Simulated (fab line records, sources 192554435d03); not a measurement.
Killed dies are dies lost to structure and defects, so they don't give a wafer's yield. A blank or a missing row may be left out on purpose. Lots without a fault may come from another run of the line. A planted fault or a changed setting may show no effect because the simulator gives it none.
Which tool did it? | flow n5_finfet | 8 lots, 24 wafers sampled, at 6 steps of a route of 1938

WHAT THE GAUGES READ, wafer by wafer
N5_HKMG_FIN_THK_MEAS_70: measures by xrf.
lot  | measured    | on            | HK_THK (nm)
L972 | day 4 07:57 | film_metro-01 | 1.603 1.613 1.590
L973 | day 4 15:43 | film_metro-02 | 1.606 1.612 1.608
L975 | day 5 01:28 | film_metro-01 | 1.601 1.574 1.592
L978 | day 5 21:04 | film_metro-01 | 1.579 1.580 1.572
L980 | day 6 10:03 | film_metro-02 | 1.578 1.640 1.597
L982 | day 6 22:53 | film_metro-02 | 1.585 1.656 1.620
L990 | day 8 22:35 | film_metro-02 | 1.033 1.587 1.585
L993 | day 9 17:26 | film_metro-02 | 1.607 1.614 1.566

N5_BEOL_M4_RC_MEAS_101.
lot  | measured     | on        | DIBL_N (mV/V)  | DIBL_P (mV/V)  | EOT_N             | EOT_P             | IGATE_N (nA/um)      | IGATE_P (nA/um)      | IOFF_N (nA/um) | IOFF_P (nA/um) | ION_N (uA/um) | ION_P (uA/um) | SS_N (mV/dec)  | SS_P (mV/dec)  | VT_N (mV)   | VT_P (mV)
L972 | day 8 17:48  | prober-02 | 32.9 38.3 37.4 | 32.6 39.2 38.4 | 10.55 10.64 10.37 | 10.49 10.62 10.39 | 0.0109 0.0090 0.0145 | 0.0032 0.0026 0.0042 | 0.10 0.17 0.18 | 0.14 0.22 0.21 | 663 668 686   | 462 453 469   | 70.6 72.1 71.9 | 72.1 73.9 72.8 | 254 249 249 | -253.9 -248.2 -249.4
L973 | day 9 08:14  | prober-02 | 38.2 36.2 39.2 | 38.6 36.3 38.9 | 10.50 10.65 10.47 | 10.44 10.53 10.56 | 0.0124 0.0098 0.0118 | 0.0037 0.0030 0.0036 | 0.20 0.17 0.22 | 0.24 0.20 0.27 | 693 688 691   | 464 462 466   | 72.0 71.4 72.4 | 73.6 72.0 73.8 | 247 250 244 | -246.9 -250.2 -246.2
L975 | day 9 15:04  | prober-02 | 38.6 36.0 37.0 | 37.6 36.0 36.9 | 10.32 10.35 10.39 | 10.40 10.32 10.35 | 0.0157 0.0178 0.0161 | 0.0047 0.0053 0.0048 | 0.19 0.16 0.17 | 0.25 0.23 0.23 | 681 691 694   | 468 473 472   | 71.4 71.2 70.9 | 74.4 73.8 73.6 | 248 247 248 | -248.4 -246.6 -249.9
L978 | day 10 01:01 | prober-02 | 35.5 34.6 39.3 | 37.0 35.8 42.0 | 10.57 10.58 10.55 | 10.56 10.61 10.52 | 0.0136 0.0112 0.0136 | 0.0040 0.0033 0.0041 | 0.17 0.15 0.28 | 0.27 0.24 0.38 | 689 687 708   | 478 480 488   | 71.1 71.0 72.2 | 73.5 72.2 73.6 | 246 249 238 | -243.1 -246.4 -240.6
L980 | day 10 18:19 | prober-02 | 34.3 34.2 34.7 | 34.6 35.0 35.8 | 10.50 10.44 10.53 | 10.50 10.41 10.60 | 0.0123 0.0149 0.0101 | 0.0037 0.0044 0.0030 | 0.14 0.15 0.14 | 0.21 0.21 0.21 | 661 677 662   | 460 472 460   | 71.6 71.1 72.2 | 73.9 73.3 73.0 | 251 250 252 | -247.7 -246.4 -247.3
L982 | day 11 08:43 | prober-02 | 35.6 35.2 36.9 | 34.6 34.5 36.5 | 10.73 10.47 10.67 | 10.56 10.54 10.63 | 0.0096 0.0122 0.0096 | 0.0029 0.0037 0.0029 | 0.15 0.15 0.18 | 0.21 0.21 0.25 | 664 675 675   | 460 466 463   | 70.8 70.6 71.5 | 72.6 73.3 73.8 | 251 250 248 | -247.7 -248.2 -245.0
L990 | day 12 20:28 | prober-01 | 35.4 38.1 37.2 | 35.0 39.2 37.7 | 9.48 10.48 10.62  | 9.45 10.58 10.57  | 0.6274 0.0127 0.0115 | 0.1957 0.0040 0.0036 | 0.14 0.18 0.17 | 0.18 0.24 0.21 | 683 680 685   | 467 475 466   | 71.2 72.4 71.8 | 73.9 73.8 73.5 | 251 248 246 | -253.3 -251.5 -250.0
L993 | day 14 04:28 | prober-01 | 36.1 36.2 36.2 | 36.8 36.5 37.3 | 10.53 10.46 10.44 | 10.40 10.51 10.43 | 0.0126 0.0140 0.0145 | 0.0038 0.0042 0.0043 | 0.17 0.16 0.16 | 0.23 0.23 0.25 | 682 682 683   | 469 475 467   | 71.8 71.7 71.4 | 73.2 72.9 73.1 | 248 248 249 | -249.1 -246.7 -244.5

WHICH TOOL RAN EACH LOT (tool, then ch and the chambers of the sampled wafers, then the start)
lot  | N5_SDB_DESCUM_16                  | N5_SDB_CUT_ETCH_26              | N5_DUMMY_REMOVAL_STRIP_10         | N5_HKMG_FIN_HK_ALD_01
L972 | rie_diel-05 ch 1,2, day 4 00:11   | rie_si-06 ch 1,2, day 4 00:48   | rie_diel-03 ch 0,1,3, day 4 04:07 | ald_hk-01 ch 1,2,3, day 4 04:38
L973 | rie_diel-01 ch 0,1,3, day 4 06:49 | rie_si-06 ch 0,1,3, day 4 07:50 | rie_diel-04 ch 1,2, day 4 11:16   | ald_hk-01 ch 0,2,3, day 4 11:47
L975 | rie_diel-01 ch 1,3, day 4 17:09   | rie_si-06 ch 2,3, day 4 17:46   | rie_diel-04 ch 1,2,3, day 4 21:25 | ald_hk-02 ch 1,2, day 4 21:56
L978 | rie_diel-05 ch 0,1,3, day 5 12:31 | rie_si-01 ch 0,1,2, day 5 13:07 | rie_diel-03 ch 1,3, day 5 16:54   | ald_hk-01 ch 0,2,3, day 5 17:25
L980 | rie_diel-02 ch 0,2,3, day 6 02:05 | rie_si-01 ch 0,2,3, day 6 02:41 | rie_diel-04 ch 0,2,3, day 6 06:00 | ald_hk-03 ch 0,1,2, day 6 06:33
L982 | rie_diel-02 ch 0,2, day 6 14:32   | rie_si-01 ch 0,1, day 6 15:22   | rie_diel-03 ch 0,1,3, day 6 18:41 | ald_hk-01 ch 0,2, day 6 19:14
L990 | rie_diel-02 ch 2,3, day 8 14:05   | rie_si-01 ch 0,1,2, day 8 15:10 | rie_diel-04 ch 0,1, day 8 18:40   | ald_hk-01 ch 0,1,2, day 8 19:11
L993 | rie_diel-01 ch 0,3, day 9 09:29   | rie_si-01 ch 0,2, day 9 10:05   | rie_diel-04 ch 0,1,2, day 9 13:26 | ald_hk-02 ch 2,3, day 9 13:58
- N5_SDB_DESCUM_16: chemistry O2, time 7.9 s.
- N5_SDB_CUT_ETCH_26: etches Si in HBr/Cl2/O2, target depth 129.6 nm, bt time 20 s, time 51.8 s.
- N5_DUMMY_REMOVAL_STRIP_10: strips in N2/H2, time 40 s.
- N5_HKMG_FIN_HK_ALD_01: deposits HfO2, target thk 1.6 nm, pulse time 3 s, purge time 3 s.

WHAT THE TOOLS THEMSELVES READ (means of the sampled wafers that have a number; where no wafer has one, the mark that the record gives instead)
N5_SDB_DESCUM_16.
lot  | tool        | chamber_pressure_mTorr (mTorr) | drypump_motor_current_A (A) | oes_product_au (a.u.) | rf_vpp_V (V) | showerhead_plenum_p_Torr (Torr) | throttle_valve_pct (%)
L972 | rie_diel-05 | 20.014                         | 5.9                         | 0.75                  | 243.5        | 2.14                            | 20.38
L973 | rie_diel-01 | 19.993                         | 6.0                         | 0.84                  | 243.0        | 2.11                            | 20.26
L975 | rie_diel-01 | 20.002                         | 5.4                         | 0.88                  | 244.1        | 2.09                            | 20.09
L978 | rie_diel-05 | 19.994                         | 6.1                         | 0.72                  | 242.5        | 2.08                            | 20.37
L980 | rie_diel-02 | 20.011                         | 6.0                         | 0.84                  | 243.6        | 2.17                            | 20.30
L982 | rie_diel-02 | 20.006                         | 5.9                         | 0.79                  | 244.0        | 2.13                            | 20.24
L990 | rie_diel-02 | 20.007                         | 5.8                         | 0.84                  | 244.1        | 2.15                            | 20.42
L993 | rie_diel-01 | 19.994                         | 6.2                         | 0.76                  | 243.1        | 2.06                            | 20.34

N5_SDB_CUT_ETCH_26.
lot  | tool      | chamber_pressure_mTorr (mTorr) | drypump_motor_current_A (A) | oes_o_777_au (a.u.) | oes_product_au (a.u.) | throttle_valve_pct (%)
L972 | rie_si-06 | 9.995                          | 5.4                         | 1.021               | 0.993                 | 36.7
L973 | rie_si-06 | 10.003                         | 5.5                         | 1.021               | 1.008                 | 37.1
L975 | rie_si-06 | 10.004                         | 6.0                         | 1.028               | 1.025                 | 37.4
L978 | rie_si-01 | 9.999                          | 5.6                         | 1.013               | 0.998                 | 36.9
L980 | rie_si-01 | 9.992                          | 5.6                         | 1.017               | 1.001                 | 37.2
L982 | rie_si-01 | 9.990                          | 5.5                         | 1.001               | 0.981                 | 36.8
L990 | rie_si-01 | 9.996                          | 5.6                         | 1.012               | 0.999                 | 36.9
L993 | rie_si-01 | 10.006                         | 5.8                         | 1.004               | 1.004                 | 37.0

N5_DUMMY_REMOVAL_STRIP_10.
lot  | tool        | chamber_pressure_mTorr (mTorr) | drypump_motor_current_A (A) | oes_product_au (a.u.) | rf_vpp_V (V) | showerhead_plenum_p_Torr (Torr) | throttle_valve_pct (%)
L972 | rie_diel-03 | 99.97                          | 6.1                         | 0.72                  | 44.9         | 3.49                            | 12.39
L973 | rie_diel-04 | 100.02                         | 6.3                         | 0.75                  | 45.0         | 3.51                            | 12.21
L975 | rie_diel-04 | 99.94                          | 6.1                         | 0.74                  | 45.4         | 3.51                            | 12.37
L978 | rie_diel-03 | 99.91                          | 5.9                         | 0.71                  | 45.7         | 3.50                            | 12.35
L980 | rie_diel-04 | 100.08                         | 6.0                         | 0.78                  | 45.8         | 3.48                            | 12.30
L982 | rie_diel-03 | 100.03                         | 6.1                         | 0.70                  | 45.7         | 3.48                            | 12.44
L990 | rie_diel-04 | 100.00                         | 6.3                         | 0.78                  | 45.0         | 3.48                            | 12.02
L993 | rie_diel-04 | 100.00                         | 6.3                         | 0.75                  | 45.2         | 3.47                            | 12.22

N5_HKMG_FIN_HK_ALD_01.
lot  | tool      | precursor_pulse_height_rel
L972 | ald_hk-01 | 1.001
L973 | ald_hk-01 | 0.992
L975 | ald_hk-02 | 0.996
L978 | ald_hk-01 | 1.002
L980 | ald_hk-03 | 0.979
L982 | ald_hk-01 | 1.017
L990 | ald_hk-01 | 0.997
L993 | ald_hk-02 | 0.998

THE ANSWER, worked out from the rows above alone
Rule: what is usual is taken from the lots themselves. Put in order of their means at a reading, lots are off if they are a third of the lots or fewer, leave a main group of 4 or more, and stand apart from it by a gap of 3 or more times the standard deviation of the main group's means; of several such gaps the widest counts. A main group whose means are all the same, to the digits that the tables above print for the reading, isn't used. A lot without any number at a reading at which 4 lots or more have one is off too. The other lots that the step has rows for count as sound. The gauges are gone through in route order, then the tools' own readings, and for those a lot's mean is taken as printed above. The first step at which some lot is off is used, and at that step the reading that is off furthest; a lot without a number counts as furthest.
Off: L990, at N5_HKMG_FIN_THK_MEAS_70 (HK_THK). The main group: mean 1.600 nm, standard deviation 0.013.
A tool fits if, at a process step before that reading, it ran every lot that is off, and no sound lot after the first of them. The gauges at N5_HKMG_FIN_THK_MEAS_70 aren't tried: what is off there is off at N5_BEOL_M4_RC_MEAS_101 too, on other tools, and a gauge's error can't cause that. Can't be told from this: 2 tools fit, rie_diel-02 at N5_SDB_DESCUM_16, ald_hk-01 at N5_HKMG_FIN_HK_ALD_01.

WHAT THE SIMULATOR HAD PUT IN
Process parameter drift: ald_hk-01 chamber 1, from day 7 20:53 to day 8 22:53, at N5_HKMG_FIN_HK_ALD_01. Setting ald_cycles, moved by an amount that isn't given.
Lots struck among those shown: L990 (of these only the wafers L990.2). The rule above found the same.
